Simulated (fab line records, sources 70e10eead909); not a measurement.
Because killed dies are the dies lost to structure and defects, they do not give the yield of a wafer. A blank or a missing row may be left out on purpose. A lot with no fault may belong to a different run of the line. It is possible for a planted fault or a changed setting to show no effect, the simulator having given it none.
Check of tool commonality :: flow nandHarc :: Sample size 14 lots and 42 wafers

== REASON IT WAS OPENED ==
On 2 of the 14 lots, a flag is raised at NHARC_P_M2_INSPECT_27 on the reading rawDefectCount. Wafers without a fault read 302, standard deviation 110.
Rule: a lot is flagged in two cases, either no wafer of it has a number, or all its wafers with numbers fall more than 4 standard deviations from that mean. The other lots count as sound.

lot: L391
measured: day 6 08:56
on: defectInspect-01
rawDefectCount, wafer by wafer: 419 289 223
flag: 

lot: L392
measured: day 6 21:41
on: defectInspect-02
rawDefectCount, wafer by wafer: 205 219 252
flag: 

lot: L394
measured: day 7 15:44
on: defectInspect-01
rawDefectCount, wafer by wafer: 321 498 319
flag: 

lot: L395
measured: day 8 04:44
on: defectInspect-01
rawDefectCount, wafer by wafer: 4655 4534 4726
flag: FLAGGED

lot: L396
measured: day 8 14:25
on: defectInspect-02
rawDefectCount, wafer by wafer: 4579 4607 4551
flag: FLAGGED

lot: L398
measured: day 9 12:10
on: defectInspect-01
rawDefectCount, wafer by wafer: 436 471 285
flag: 

lot: L405
measured: day 12 18:47
on: defectInspect-01
rawDefectCount, wafer by wafer: 236 159 314
flag: 

lot: L404
measured: day 12 18:50
on: defectInspect-02
rawDefectCount, wafer by wafer: 317 603 463
flag: 

lot: L407
measured: day 13 05:04
on: defectInspect-02
rawDefectCount, wafer by wafer: 292 331 253
flag: 

lot: L408
measured: day 13 13:50
on: defectInspect-02
rawDefectCount, wafer by wafer: 511 360 313
flag: 

lot: L409
measured: day 14 05:12
on: defectInspect-01
rawDefectCount, wafer by wafer: 256 243 246
flag: 

lot: L410
measured: day 14 16:58
on: defectInspect-01
rawDefectCount, wafer by wafer: 173 262 211
flag: 

lot: L412
measured: day 15 05:46
on: defectInspect-02
rawDefectCount, wafer by wafer: 433 216 366
flag: 

lot: L414
measured: day 16 06:38
on: defectInspect-02
rawDefectCount, wafer by wafer: 387 363 176
flag: 
On average the flagged lots' numbers are 4609, which is +4307 against the usual, or +39 standard deviations.

== EACH LOT AND THE TOOL IT RAN ON ==
3 process steps preceding the reading are held in the record, out of 1302 steps in the route. Each cell gives the tool, then ch followed by the chambers the sampled wafers passed through, then the start.
lot: L391
flag: 
NHARC_P_M2_ETCH_35: rieDiel-05 ch 0,3, day 6 06:22
NHARC_P_M2_PVD_20: pvdSputter-02, day 6 08:26 or earlier
NHARC_P_M2_CMP_23: cmp-03 ch 0,2, day 6 08:26

lot: L392
flag: 
NHARC_P_M2_ETCH_35: rieDiel-03 ch 1,2, day 6 19:10
NHARC_P_M2_PVD_20: pvdSputter-02, day 6 21:16 or earlier
NHARC_P_M2_CMP_23: cmp-04 ch 1,2,3, day 6 21:16

lot: L394
flag: 
NHARC_P_M2_ETCH_35: rieDiel-03 ch 0,2,3, day 7 13:16
NHARC_P_M2_PVD_20: pvdSputter-01, day 7 15:16 or earlier
NHARC_P_M2_CMP_23: cmp-03 ch 0,2,3, day 7 15:16

lot: L395
flag: FLAGGED
NHARC_P_M2_ETCH_35: rieDiel-05 ch 1,2,3, day 8 02:13
NHARC_P_M2_PVD_20: pvdSputter-02, day 8 04:16 or earlier
NHARC_P_M2_CMP_23: cmp-03 ch 0,2, day 8 04:16

lot: L396
flag: FLAGGED
NHARC_P_M2_ETCH_35: rieDiel-10 ch 0,1,3, day 8 11:49
NHARC_P_M2_PVD_20: pvdSputter-01, day 8 13:56 or earlier
NHARC_P_M2_CMP_23: cmp-03 ch 0,2,3, day 8 13:56

lot: L398
flag: 
NHARC_P_M2_ETCH_35: rieDiel-05 ch 1,2,3, day 9 09:28
NHARC_P_M2_PVD_20: pvdSputter-03, day 9 11:41 or earlier
NHARC_P_M2_CMP_23: cmp-02 ch 1,2,3, day 9 11:41

lot: L405
flag: 
NHARC_P_M2_ETCH_35: rieDiel-05 ch 0,1,3, day 12 15:46
NHARC_P_M2_PVD_20: pvdSputter-02, day 12 18:19 or earlier
NHARC_P_M2_CMP_23: cmp-04 ch 0,2,3, day 12 18:19

lot: L404
flag: 
NHARC_P_M2_ETCH_35: rieDiel-05 ch 0,1,2, day 12 16:19
NHARC_P_M2_PVD_20: pvdSputter-03, day 12 18:22 or earlier
NHARC_P_M2_CMP_23: cmp-03 ch 1,2,3, day 12 18:22

lot: L407
flag: 
NHARC_P_M2_ETCH_35: rieDiel-03 ch 1,3, day 13 02:29
NHARC_P_M2_PVD_20: pvdSputter-01, day 13 04:39 or earlier
NHARC_P_M2_CMP_23: cmp-04 ch 0,1,2, day 13 04:39

lot: L408
flag: 
NHARC_P_M2_ETCH_35: rieDiel-05 ch 0,1,3, day 13 11:20
NHARC_P_M2_PVD_20: pvdSputter-02, day 13 13:22 or earlier
NHARC_P_M2_CMP_23: cmp-03 ch 1,2, day 13 13:22

lot: L409
flag: 
NHARC_P_M2_ETCH_35: rieDiel-03 ch 2,3, day 14 02:13
NHARC_P_M2_PVD_20: pvdSputter-02, day 14 04:44 or earlier
NHARC_P_M2_CMP_23: cmp-02 ch 0,1,3, day 14 04:44

lot: L410
flag: 
NHARC_P_M2_ETCH_35: rieDiel-03 ch 0,1,2, day 14 14:28
NHARC_P_M2_PVD_20: pvdSputter-02, day 14 16:29 or earlier
NHARC_P_M2_CMP_23: cmp-02 ch 0,1,3, day 14 16:29

lot: L412
flag: 
NHARC_P_M2_ETCH_35: rieDiel-10 ch 0,1,2, day 15 03:13
NHARC_P_M2_PVD_20: pvdSputter-03, day 15 05:18 or earlier
NHARC_P_M2_CMP_23: cmp-04 ch 1,2,3, day 15 05:18

lot: L414
flag: 
NHARC_P_M2_ETCH_35: rieDiel-03 ch 1,2, day 16 04:08
NHARC_P_M2_PVD_20: pvdSputter-02, day 16 06:10 or earlier
NHARC_P_M2_CMP_23: cmp-03 ch 1,3, day 16 06:10
These steps, and what they do:
- NHARC_P_M2_ETCH_35: etches the open film in N2/H2, target depth 40 nm, overetch 12 nm, time 43.94 s.
- NHARC_P_M2_PVD_20: deposits TaN, target thk 5 nm, time 8.06 s.
- NHARC_P_M2_CMP_23: polishes, t overpolish 20 s, target thk 144.3 nm.
- NHARC_P_M2_INSPECT_27

== FLAGGED OVER TOTAL, TOOL BY TOOL (the gauges that took the reading come last) ==
step: NHARC_P_M2_ETCH_35
tool: rieDiel-03
lots run: 6
flagged: 0
share of the flagged lots: none
sound lots run after its first flagged lot: -

step: NHARC_P_M2_ETCH_35
tool: rieDiel-05
lots run: 6
flagged: 1
share of the flagged lots: some
sound lots run after its first flagged lot: 4 (L398,L405,L404,L408)

step: NHARC_P_M2_ETCH_35
tool: rieDiel-10
lots run: 2
flagged: 1
share of the flagged lots: some
sound lots run after its first flagged lot: 1 (L412)

step: NHARC_P_M2_PVD_20
tool: pvdSputter-01
lots run: 3
flagged: 1
share of the flagged lots: some
sound lots run after its first flagged lot: 1 (L407)

step: NHARC_P_M2_PVD_20
tool: pvdSputter-02
lots run: 8
flagged: 1
share of the flagged lots: some
sound lots run after its first flagged lot: 5 (L405,L408,L409,L410,L414)

step: NHARC_P_M2_PVD_20
tool: pvdSputter-03
lots run: 3
flagged: 0
share of the flagged lots: none
sound lots run after its first flagged lot: -

step: NHARC_P_M2_CMP_23
tool: cmp-02
lots run: 3
flagged: 0
share of the flagged lots: none
sound lots run after its first flagged lot: -

step: NHARC_P_M2_CMP_23
tool: cmp-03
lots run: 7
flagged: 2
share of the flagged lots: all
sound lots run after its first flagged lot: 3 (L404,L408,L414)

step: NHARC_P_M2_CMP_23
tool: cmp-04
lots run: 4
flagged: 0
share of the flagged lots: none
sound lots run after its first flagged lot: -

step: NHARC_P_M2_INSPECT_27
tool: defectInspect-01
lots run: 7
flagged: 1
share of the flagged lots: some
sound lots run after its first flagged lot: 4 (L398,L405,L409,L410)

step: NHARC_P_M2_INSPECT_27
tool: defectInspect-02
lots run: 7
flagged: 1
share of the flagged lots: some
sound lots run after its first flagged lot: 5 (L404,L407,L408,L412,L414)
Because NHARC_P_M2_PVD_20 lacks a start for some lots, the hours and order of its lots are taken from NHARC_P_M2_CMP_23.

== THE TABLE: WHAT IT ALLOWS ==
All flagged lots share 1 row of the table, namely cmp-03 at NHARC_P_M2_CMP_23.
- cmp-03 at NHARC_P_M2_CMP_23 ran 7 lots, 2 of them flagged. Sound lots followed the first flagged one (L404, L408, L414) on it, something a lasting fault affecting the whole tool could not allow.
Every row of the table either missed a flagged lot or ran a sound lot after the first.

== WHAT THE SIMULATOR HAD PUT IN ==
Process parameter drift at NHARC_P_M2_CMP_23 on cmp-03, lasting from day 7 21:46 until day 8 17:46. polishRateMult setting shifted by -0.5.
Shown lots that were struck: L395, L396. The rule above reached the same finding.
